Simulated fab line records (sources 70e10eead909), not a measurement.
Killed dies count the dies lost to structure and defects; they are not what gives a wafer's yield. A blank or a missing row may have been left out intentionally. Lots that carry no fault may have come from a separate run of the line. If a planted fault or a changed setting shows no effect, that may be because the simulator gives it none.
fab line records	flow nand_harc
record: lots: 5	wafers: 15	last_day: 24
route steps=1159 shown P_CONTACT@217
lots that met no fault: from a run of the same line without faults
start_h: start of the lot's first displayed wafer, in hours after the record's first day	wait_h: time in hours since the lot's previous step	" unchanged from the row above	L1.1+2: one row covering several wafers at once	- no value, or no start was given	* or withheld: withheld	< > ~ a bound
route shown NAME@n: NAME is a module with steps in the file, n the number in the route of the first one	usual: mean and standard deviation over wafers with no fault	same: alike in all rows	chamber/n: place in a boat	sites: readings site by site	_std_site: standard deviation of those values	_edge_site: inner sites' mean taken away from outer sites' mean	radius_mm: for every site, how far away it sits from the centre of the wafer	mask NAME#n: copy n	behind: the most recent tool/chamber to have shaped the wafer	hold: why the lot went on hold/how many hours it stayed there/how the hold came to an end	device: the transistor (n, p or np) that didn't switch	end of line: tests of these same wafers at the route's end	for a step that has no rows: nothing shown but its recipe	killed: at the first sort, the dies lost to defects and structure; wafer yield is something else	map: a wafer's dies, marking killed ones x, the rest . and places with no die _
set.NAME: setting as actually run; set.NAME@STEP: the setting as run at that earlier step	model.NAME: the simulator's own value behind a step, which no gauge read
certain route steps with their lots: each step a table, each wafer a row
services: from which hour (start_h, from the record's first day; less than 0 if before it) a tool's chamber was out of use, for how many hours, and why
== steps ==
step: NHARC_P_CONTACT_DEP_30
recipe: target_thk_a: 300	temp_c: 400	target_thk_nm: 30	flow_sccm: 200	rf_w: 450	material: SiNx
usual: heater_power_w: 712/93
lot.wafer	tool	chamber	start_h	wait_h	heater_power_w
L883.3	pecvd-03	2	158.22	0.1	737
L883.2	"	1	"	"	674
L883.6	"	2	"	"	760
L894.1	pecvd-03	1	222.32	0.1	599
L894.2	"	2	"	"	755
L894.5	"	1	"	"	597
L896.3	pecvd-04	1	236.58	0.1	809
L896.2	"	2	"	"	639
L896.1	"	0	"	"	604
L897.3	pecvd-03	1	236.83	0.1	601
L897.4	"	2	"	"	770
L897.6	"	1	"	"	584
L898.3	pecvd-02	1	243.40	0.1	899
L898.4	"	0	"	"	701
L898.6	"	1	"	"	916
step: NHARC_P_CONTACT_DEP_00
recipe: target_thk_a: 5000	temp_c: 400	pressure_torr: 6.5	rf_w: 900	teos_flow_sccm: 161.4	flow_sccm: 2650	target_thk_nm: 500	gas: O2	material: SiO2
usual: heater_power_w: 537/94	throttle_valve_pct: 15.9/0.62
lot.wafer	tool	chamber	start_h	wait_h	heater_power_w	throttle_valve_pct
L883.3	pecvd-03	2	-	-	528	15.4
L883.2	"	1	"	"	465	15.0
L883.6	"	2	"	"	558	15.2
L894.1	pecvd-03	1	-	-	440	15.1
L894.2	"	2	"	"	541	15.3
L894.5	"	1	"	"	446	14.8
L896.3	pecvd-04	1	-	-	610	16.6
L896.2	"	2	"	"	444	16.4
L896.1	"	0	"	"	428	16.2
L897.3	pecvd-03	1	-	-	445	15.1
L897.4	"	2	"	"	580	15.5
L897.6	"	1	"	"	472	15.4
L898.3	pecvd-02	1	-	-	704	15.5
L898.4	"	0	"	"	529	15.9
L898.6	"	1	"	"	701	15.7
step: NHARC_P_CONTACT_CMP_01
recipe: target_thk_nm: 200	material: SiO2
usual: motor_current_A: 11.9/1.1	slurry_flow_ml_min: 150.0/0.47
lot.wafer	tool	chamber	start_h	wait_h	motor_current_A	slurry_flow_ml_min
L883.2	cmp-04	1	158.93	-	11.9	148.9
L883.3	"	0	"	"	12.9	150.6
L883.6	"	1	"	"	11.9	149.6
L894.2	cmp-01	0	223.01	-	12.1	150.9
L894.1	"	1	"	"	11.1	149.6
L894.5	"	0	"	"	12.7	151.2
L896.2	cmp-01	0	237.29	-	12.5	150.4
L896.3	"	1	"	"	11.1	150.1
L896.1	"	2	"	"	10.1	150.6
L897.4	cmp-02	0	237.46	-	14.5	150.1
L897.3	"	3	"	"	12.7	150.0
L897.6	"	1	"	"	11.0	150.4
L898.4	cmp-04	1	244.08	-	11.8	150.0
L898.3	"	3	"	"	11.0	149.3
L898.6	"	1	"	"	11.3	149.5
step: NHARC_P_CONTACT_SRD_03
step: NHARC_P_CONTACT_DEHYDRATE_04
recipe: temp_c: 150	time_s: 120
step: NHARC_P_CONTACT_HMDS_05
recipe: time_s: 30
step: NHARC_P_CONTACT_COAT_33
recipe: temp_c: 260	time_s: 75
step: NHARC_P_CONTACT_COAT_34
recipe: temp_c: 225	time_s: 65
step: NHARC_P_CONTACT_COAT_06
recipe: spin_rpm: 1500	resist_thk_nm: 90
step: NHARC_P_CONTACT_SOFTBAKE_07
recipe: temp_c: 105	time_s: 55
step: NHARC_P_CONTACT_EBR_08
step: NHARC_P_CONTACT_EXPOSE_09
recipe: na: 1.35	target_cd_nm: 90	dose_mj: 81.26	mask_id: P_CA
lot.wafer	tool	chamber	start_h	wait_h	mask
L883.2+3+6	arfi_scanner-02	0	159.49	-	P_CA_R1#0
L894.1+2+5	arfi_scanner-02	0	223.68	-	P_CA#0
L896.1+2+3	arfi_scanner-01	0	237.98	-	P_CA#0
L897.3+4+6	arfi_scanner-02	0	238.16	-	P_CA#0
L898.3+4+6	arfi_scanner-02	0	244.66	-	P_CA#0
step: NHARC_P_CONTACT_PEB_10
recipe: peb_temp_c: 100	peb_time_s: 65
step: NHARC_P_CONTACT_DEVELOP_11
recipe: develop_time_s: 35	dev_temp_c: 23
step: NHARC_P_CONTACT_CD_MEAS_12
recipe: target_cd_nm: 90	landing_energy_ev: 500
usual: cd_nm: 90.0/0.93
lot.wafer	tool	chamber	start_h	wait_h	cd_nm
L883.2	cd_sem-01	0	159.63	-	82.4
L883.3	"	0	"	"	81.3
L883.6	"	0	"	"	81.6
L894.1	cd_sem-01	0	223.82	-	89.1
L894.2	"	0	"	"	89.8
L894.5	"	0	"	"	89.8
L896.1	cd_sem-02	0	238.13	-	89.8
L896.2	"	0	"	"	89.9
L896.3	"	0	"	"	89.4
L897.3	cd_sem-01	0	238.29	-	91.0
L897.4	"	0	"	"	91.7
L897.6	"	0	"	"	90.9
L898.3	cd_sem-03	0	244.79	-	89.2
L898.4	"	0	"	"	90.1
L898.6	"	0	"	"	90.1
step: NHARC_P_CONTACT_OVL_MEAS_13
usual: overlay_x_nm: 0.4/0.9	overlay_y_nm: 0.1/0.71
lot.wafer	tool	chamber	start_h	wait_h	overlay_x_nm	overlay_y_nm
L883.2	overlay-02	-	159.72	-	-0.3	0.1
L883.3	"	-	"	"	-0.5	0.9
L883.6	"	-	"	"	-0.5	0.7
L894.1	overlay-02	-	223.92	-	0.6	-1.8
L894.2	"	-	"	"	0.3	-1.9
L894.5	"	-	"	"	0.2	-1.8
L896.1	overlay-02	-	238.23	-	0.8	-0.2
L896.2	"	-	"	"	0.8	-0.4
L896.3	"	-	"	"	1.3	-0.8
L897.3	overlay-01	-	238.38	-	1.4	-0.7
L897.4	"	-	"	"	1.5	-0.3
L897.6	"	-	"	"	1.1	-0.4
L898.3	overlay-01	-	244.88	-	-0.3	-0.1
L898.4	"	-	"	"	-0.5	0.1
L898.6	"	-	"	"	-0.1	-0.1
step: NHARC_P_CONTACT_INSPECT_14
usual: raw_defect_count: 4.1/2.6
lot.wafer	tool	chamber	start_h	wait_h	raw_defect_count
L883.2	defect_inspect-01	-	159.75	0.0	8
L883.3	"	-	"	"	5
L883.6	"	-	"	"	8
L894.1	defect_inspect-01	-	223.96	0.0	6
L894.2	"	-	"	"	6
L894.5	"	-	"	"	3
L896.1	defect_inspect-02	-	238.27	0.0	2
L896.2	"	-	"	"	4
L896.3	"	-	"	"	4
L897.3	defect_inspect-01	-	238.42	0.0	1
L897.4	"	-	"	"	0
L897.6	"	-	"	"	4
L898.3	defect_inspect-01	-	244.91	0.0	4
L898.4	"	-	"	"	6
L898.6	"	-	"	"	4
step: NHARC_P_CONTACT_DESCUM_17
recipe: time_s: 3	o2_flow_sccm: 200	ar_flow_sccm: 0	bias_power_w: 0	chemistry: O2
usual: drypump_motor_current_A: 5.8/0.42	mfc_ar_sccm: 0.010/0.0092	oes_product_au: 1.002/0.011	rf_vpp_V: 57.9/0.79	showerhead_plenum_p_Torr: 1.90/0.087	throttle_valve_pct: 11.311/0.0088
lot.wafer	tool	chamber	start_h	wait_h	drypump_motor_current_A	mfc_ar_sccm	oes_product_au	rf_hours_counter_h	rf_vpp_V	showerhead_plenum_p_Torr	throttle_valve_pct	model.P_CONTACT.cd_nm
L883.3	rie_diel-13	0	159.82	0.1	6.0	0.020	1.010	5	57.8	1.78	11.315	81.45
L883.2	"	1	"	"	6.2	0.007	1.019	5	58.8	2.06	11.297	81.88
L883.6	"	0	"	"	6.0	0.020	1.009	-	56.4	1.78	11.297	82.18
L894.1	rie_diel-13	1	224.04	0.1	6.2	0.007	0.990	12	57.9	2.05	11.309	88.78
L894.2	"	2	"	"	6.5	0.003	1.009	11	57.4	1.80	11.304	89.72
L894.5	"	3	"	"	5.9	0.015	1.006	-	56.6	1.87	11.326	89.24
L896.2	rie_diel-03	3	238.33	0.1	5.6	0	1.014	2	59.2	1.89	11.307	89.82
L896.1	"	0	"	"	5.8	0.005	1.004	2	57.9	1.99	11.303	90.76
L896.3	"	0	"	"	5.8	0.005	0.998	-	58.5	1.99	11.307	89.87
L897.4	rie_diel-13	3	238.47	0.1	5.9	0.015	1.003	13	58.9	1.87	11.321	91.21
L897.3	"	0	"	"	6.0	0.020	1.009	13	59.0	1.77	11.302	91.32
L897.6	"	0	"	"	6.0	0.020	1.013	-	57.8	1.77	11.311	91.36
L898.4	rie_diel-03	3	245.01	0.1	5.6	0	1.005	-	57.6	1.89	11.318	89.53
L898.3	"	0	"	"	5.9	0.005	1.017	-	56.8	1.99	11.316	89.59
L898.6	"	3	"	"	5.6	0	1.015	-	57.3	1.89	11.315	90.05
step: NHARC_P_CONTACT_ETCH_35
recipe: target_depth_a: 390	over_etch_frac: 0.3	time_s: 65	ion_energy_ev: 80	cf4_flow_sccm: 150	ar_flow_sccm: 0	rf_w: 300	bias_w: 100	chemistry: CF4
usual: drypump_motor_current_A: 5.8/0.43	mfc_ar_sccm: 0.009/0.0089	oes_product_au: 1.003/0.011	rf_vpp_V: 151.3/1.2	showerhead_plenum_p_Torr: 1.76/0.078	throttle_valve_pct: 13.285/0.0094
lot.wafer	tool	chamber	start_h	wait_h	drypump_motor_current_A	mfc_ar_sccm	oes_product_au	rf_hours_counter_h	rf_vpp_V	showerhead_plenum_p_Torr	throttle_valve_pct
L883.3	rie_diel-13	0	159.94	0.1	6.0	0.020	1.011	5	149.4	1.65	13.301
L883.2	"	2	"	"	6.4	0.003	1.007	5	149.7	1.67	13.291
L883.6	"	0	"	"	6.0	0.020	1.007	-	150.4	1.65	13.300
L894.1	rie_diel-13	2	224.11	0.1	6.4	0.003	1.012	11	151.2	1.67	13.294
L894.2	"	0	"	"	6.0	0.020	1.010	12	149.8	1.65	13.306
L894.5	"	2	"	"	6.5	0.003	1.013	-	148.8	1.67	13.283
L896.1	rie_diel-03	0	238.46	0.1	5.8	0.005	1.001	2	152.3	1.83	13.288
L896.2	"	3	"	"	5.6	0	1.002	2	149.8	1.75	13.275
L896.3	"	3	"	"	5.6	0	1.008	-	151.7	1.75	13.296
L897.4	rie_diel-13	0	238.56	0.1	6.0	0.020	1.008	13	149.8	1.65	13.283
L897.3	"	3	"	"	5.9	0.015	0.998	13	152.5	1.73	13.273
L897.6	"	1	"	"	6.2	0.007	0.984	-	153.0	1.89	13.293
L898.3	rie_diel-03	3	245.13	0.1	5.6	0	1.011	-	151.7	1.75	13.274
L898.4	"	0	"	"	5.9	0.005	1.006	-	152.1	1.83	13.294
L898.6	"	0	"	"	5.9	0.005	1.011	-	152.1	1.83	13.276
step: NHARC_P_CONTACT_ETCH_36
recipe: target_depth_a: 2600	over_etch_frac: 0.25	time_s: 406.25	ion_energy_ev: 200	n2_flow_sccm: 150	h2_flow_sccm: 150	ar_flow_sccm: 0	rf_w: 400	bias_w: 150	chemistry: N2/H2
usual: drypump_motor_current_A: 5.8/0.42	mfc_ar_sccm: 0.009/0.0092	oes_product_au: 1.001/0.012	rf_vpp_V: 430.2/2.8	showerhead_plenum_p_Torr: 2.03/0.099	throttle_valve_pct: 14.171/0.01
lot.wafer	tool	chamber	start_h	wait_h	drypump_motor_current_A	mfc_ar_sccm	oes_product_au	rf_hours_counter_h	rf_vpp_V	showerhead_plenum_p_Torr	throttle_valve_pct
L883.3	rie_diel-13	1	-	-	6.2	0.007	1.005	5	434.3	2.20	14.162
L883.2	"	2	"	"	6.5	0.003	1.008	5	427.6	1.91	14.168
L883.6	"	1	"	"	6.2	0.007	0.996	-	435.5	2.20	14.171
L894.2	rie_diel-13	0	-	-	6.0	0.020	0.996	12	425.6	1.89	14.167
L894.1	"	3	"	"	5.8	0.015	0.996	11	429.4	1.99	14.168
L894.5	"	1	"	"	6.3	0.007	0.997	-	434.0	2.19	14.163
L896.2	rie_diel-03	0	238.59	0.1	5.8	0.005	1.013	2	432.5	2.12	14.176
L896.1	"	3	"	"	5.6	0	1.011	2	429.6	2.01	14.178
L896.3	"	0	"	"	5.8	0.005	1.008	-	431.9	2.12	14.183
L897.4	rie_diel-13	1	-	-	6.3	0.007	1.009	14	435.9	2.19	14.165
L897.3	"	2	"	"	6.5	0.003	1.008	13	427.6	1.91	14.152
L897.6	"	0	"	"	6.0	0.020	0.999	-	426.4	1.89	14.184
L898.4	rie_diel-03	0	245.36	0.2	5.9	0.005	1.007	-	432.5	2.12	14.169
L898.3	"	3	"	"	5.6	0	1.016	-	428.9	2.01	14.181
L898.6	"	0	"	"	5.9	0.005	1.017	-	432.5	2.12	14.183
step: NHARC_P_CONTACT_ETCH_18
recipe: target_depth_a: 4810	time_s: 240.5	c4f8_flow_sccm: 20	o2_flow_sccm: 10	ar_flow_sccm: withheld	rf_w: 600	bias_w: 1500	chemistry: C4F8/O2/Ar
step: NHARC_P_CONTACT_STRIP_37
recipe: c4f8_flow_sccm: withheld	o2_flow_sccm: 8	ar_flow_sccm: withheld	bias_w: 0	chemistry: C4F8/O2/Ar
step: NHARC_P_CONTACT_ETCH_31
recipe: target_depth_a: 300	time_s: 85.7	ion_energy_ev: 120	over_etch_frac: 1	ch3f_flow_sccm: 50	o2_flow_sccm: 30	ar_flow_sccm: 200	rf_w: 500	bias_w: 100	chemistry: CH3F/O2
usual: drypump_motor_current_A: 5.9/0.43	mfc_ar_sccm: 200.0/0.56	oes_product_au: 0.985/0.014	rf_vpp_V: 244.2/1.6	showerhead_plenum_p_Torr: 2.44/0.11	throttle_valve_pct: 20.663/0.0082
lot.wafer	tool	chamber	start_h	wait_h	drypump_motor_current_A	mfc_ar_sccm	oes_product_au	rf_hours_counter_h	rf_vpp_V	showerhead_plenum_p_Torr	throttle_valve_pct	model.P_CONTACT.cd_nm
L883.3	rie_diel-13	3	-	-	5.9	200.8	0.965	5	242.6	2.41	20.669	82.31
L883.2	"	0	"	"	6.0	199.7	0.981	5	241.6	2.29	20.667	79.94
L883.6	"	3	"	"	5.9	200.2	0.971	-	244.4	2.41	20.666	81.18
L894.2	rie_diel-13	0	-	-	6.0	200.2	0.983	12	242.5	2.29	20.654	88.89
L894.1	"	1	"	"	6.2	200.5	0.971	13	247.0	2.63	20.641	88.11
L894.5	"	3	"	"	5.9	199.7	0.980	-	244.5	2.41	20.650	90.96
L897.3	rie_diel-13	3	-	-	5.9	200.4	0.977	13	245.0	2.41	20.657	92.67
L897.4	"	0	"	"	6.0	200.3	0.989	14	242.9	2.29	20.658	92.36
L897.6	"	2	"	"	6.5	199.7	0.984	-	242.3	2.31	20.659	93.02
L896.1	rie_diel-03	0	239.47	0.1	5.8	200.1	1.000	3	245.7	2.55	20.667	90.55
L896.2	"	3	"	"	5.6	199.7	0.992	3	242.2	2.43	20.657	89.1
L896.3	"	0	"	"	5.9	199.9	0.995	-	246.3	2.55	20.663	89.88
L898.3	rie_diel-03	0	246.14	0.1	5.8	199.7	0.998	-	246.6	2.55	20.655	88.4
L898.4	"	3	"	"	5.6	199.7	1.001	-	244.1	2.43	20.667	87.34
L898.6	"	3	"	"	5.6	199.7	0.995	-	243.1	2.43	20.679	88.26
step: NHARC_P_CONTACT_CD_MEAS_19
usual: cd_nm: 89.4/1.8
lot.wafer	tool	chamber	start_h	wait_h	cd_nm
L883.2	cd_sem-03	-	160.73	-	79.9
L883.3	"	-	"	"	82.5
L883.6	"	-	"	"	81.2
L894.1	cd_sem-02	-	224.89	-	88.3
L894.2	"	-	"	"	89.1
L894.5	"	-	"	"	91.3
L897.3	cd_sem-03	-	239.35	-	92.4
L897.4	"	-	"	"	92.3
L897.6	"	-	"	"	92.6
L896.1	cd_sem-01	-	239.64	0.2	90.7
L896.2	"	-	"	"	89.2
L896.3	"	-	"	"	90.2
L898.3	cd_sem-03	-	246.29	0.1	88.3
L898.4	"	-	"	"	87.4
L898.6	"	-	"	"	88.2
step: NHARC_P_CONTACT_STRIP_28
recipe: o2_flow_sccm: 500	ar_flow_sccm: 0	bias_w: 0	chemistry: O2
== services ==
tool	chamber	start_h	hours	kind
cmp-02	-	134.37	0.7	repair
cmp-02	-	147.73	1.6	repair
pecvd-02	-	153.19	13.0	pm
cmp-01	-	158.02	2.4	repair
rie_diel-03	0	160.57	5.6	repair
cmp-04	-	164.84	4.5	repair
cmp-01	-	168.16	0.5	repair
cmp-02	-	168.21	2.6	repair
rie_diel-03	1	174.43	8.0	repair
rie_diel-13	-	174.85	0.5	repair
cmp-01	-	179.64	4.0	pm
arfi_scanner-02	-	179.83	4.1	repair
rie_diel-03	2	194.04	20.2	repair
pecvd-04	-	195.04	13.0	pm
cmp-04	-	195.17	0.2	repair
arfi_scanner-01	-	196.00	4.0	pm
cmp-04	-	203.00	4.0	pm
rie_diel-13	2	209.92	5.3	repair
rie_diel-03	-	215.44	9.0	pm
cmp-01	-	223.67	3.0	repair
cmp-02	-	228.06	4.0	pm
rie_diel-03	1	228.37	71.2	repair
rie_diel-03	2	234.15	23.1	repair
cmp-04	-	244.91	1.0	repair
== key ==
first_sign: step: NHARC_P_CONTACT_EXPOSE_09	reading: mask	direction: changed
effect: step: NHARC_P_CONTACT_CD_MEAS_12	reading: cd_nm	direction: down	sigmas: 8.9	usual: 90.0	struck: 81.8
effect: step: NHARC_P_CONTACT_CD_MEAS_19	reading: cd_nm	direction: down	sigmas: 4.7	usual: 89.4	struck: 81.2
model_effect: step: NHARC_P_CONTACT_DESCUM_17	value: P_CONTACT.cd_nm	without: 90.34	struck: 81.84
model_effect: step: NHARC_P_CONTACT_ETCH_31	value: P_CONTACT.cd_nm	without: 89.64	struck: 81.14
met_at NHARC_P_CONTACT_EXPOSE_09
struck_wafers L883.2,L883.3,L883.6
sort_left_out L883.2,L883.3,L883.6
tester_left_out L883
fault: kind: wrong_mask	tool: any	chamber: -	onset_h: 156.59	steps: NHARC_P_CONTACT_EXPOSE_09	aux_copy: P_CA_R1#0	cd_offset_nm: -8.4985	scope: struck_lots_only
tester_left_out: of these lots the tester's yield and bins aren't shown, on N5 and GAA mostly nor the transistor test; their killed dies are dies lost to structure and defects alone, not to doping, threshold or leakage, so they don't give the yield
sort_left_out: the simulated sort isn't trusted on such a fault, so these wafers' sort isn't shown, and their yield isn't known
